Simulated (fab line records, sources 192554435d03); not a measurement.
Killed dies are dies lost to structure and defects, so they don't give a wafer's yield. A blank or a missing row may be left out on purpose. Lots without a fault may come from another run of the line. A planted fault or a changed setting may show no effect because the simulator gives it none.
Chamber matching | flow n5_finfet | N5_MOL_CONTACT_COAG_DESCUM_13 on rie_diel-03: 4 sister chambers
The step chemistry O2, time 7 s. 20 wafers are shown with their chamber, then 10 later ones without.

WAFERS WITH THEIR CHAMBER
wafer  | chamber | drypump_motor_current_A (A) | throttle_valve_pct (%) | chamber_pressure_mTorr (mTorr)
L076.1 | 0       | 5.6                         | 20.19                  | 19.999
L076.4 | 1       | 5.3                         | 20.17                  | 20.002
L076.6 | 2       | 5.4                         | 20.16                  | 20.015
L078.1 | 2       | 5.4                         | 20.15                  | 20.011
L078.2 | 3       | 5.7                         | 20.63                  | 19.988
L078.5 | 1       | 5.3                         | 20.18                  | 19.987
L082.2 | 1       | 5.3                         | 20.17                  | 20.008
L082.3 | 0       | 5.6                         | 20.23                  | 20.010
L082.6 | 0       | 5.6                         | 20.22                  | 20.007
L083.2 | 0       | 5.6                         | 20.22                  | 20.007
L083.5 | 2       | 5.4                         | 20.17                  | 20.036
L083.6 | 1       | 5.3                         | 20.19                  | 19.997
L084.1 | 2       | 5.4                         | 20.19                  | 19.990
L084.3 | 3       | 5.7                         | 20.65                  | 19.986
L084.4 | 1       | 5.3                         | 20.15                  | 20.035
L088.1 | 0       | 5.6                         | 20.24                  | 20.029
L088.3 | 1       | 5.3                         | 20.21                  | 20.011
L088.4 | 3       | 5.7                         | 20.26                  | 19.972
L089.1 | 3       | 5.7                         | 20.27                  | 19.963
L089.4 | 1       | 5.2                         | 20.20                  | 20.010

SIGNATURES (means of the wafers above)
reading                 | chamber 0 | chamber 1 | chamber 2 | chamber 3 | scatter within a chamber
drypump_motor_current_A | 5.600     | 5.286     | 5.400     | 5.700     | 0.0231
throttle_valve_pct      | 20.2200   | 20.1814   | 20.1675   | 20.4525   | 0.0954
chamber_pressure_mTorr  | 20.01040  | 20.00714  | 20.01300  | 19.97725  | 0.0144
Rule: a wafer's distance from a chamber is the root of the sum, over the readings, of the square of ((its reading less the chamber's mean) divided by the reading's scatter). The wafer belongs to the nearest chamber; if the next one is less than 2 further off, it can't be placed. The scatter: the root of (the sum of the squares of (reading less its chamber's mean) over the shown wafers, divided by (wafers less chambers)).

WAFERS WITHOUT THEIR CHAMBER
wafer  | drypump_motor_current_A (A) | throttle_valve_pct (%) | chamber_pressure_mTorr (mTorr)
L089.5 | 5.3                         | 20.18                  | 20.028
L091.2 | 5.5                         | 20.23                  | 20.001
L091.3 | 5.6                         | 20.24                  | 20.009
L091.6 | 5.4                         | 20.23                  | 19.983
L093.1 | 5.4                         | 20.23                  | 19.997
L093.3 | 5.7                         | 20.23                  | 19.996
L093.6 | 5.6                         | 20.24                  | 19.973
L097.1 | 5.4                         | 20.23                  | 20.013
L097.3 | 5.6                         | 20.24                  | 20.014
L097.5 | 5.4                         | 20.23                  | 20.037

WHICH CHAMBER EACH WENT THROUGH
wafer  | from the rows above     | in truth
L089.5 | 1                       | 1
L091.2 | can't be placed: 0 or 2 | 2
L091.3 | 0                       | 0
L091.6 | 2                       | 2
L093.1 | 2                       | 2
L093.3 | can't be placed: 3 or 0 | 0
L093.6 | 0                       | 0
L097.1 | 2                       | 2
L097.3 | 0                       | 0
L097.5 | 2                       | 2
Placed correctly: 8 of 10. Can't be placed from these rows: 2 (the true chamber is among the candidates in 2). Placed wrongly: 0.
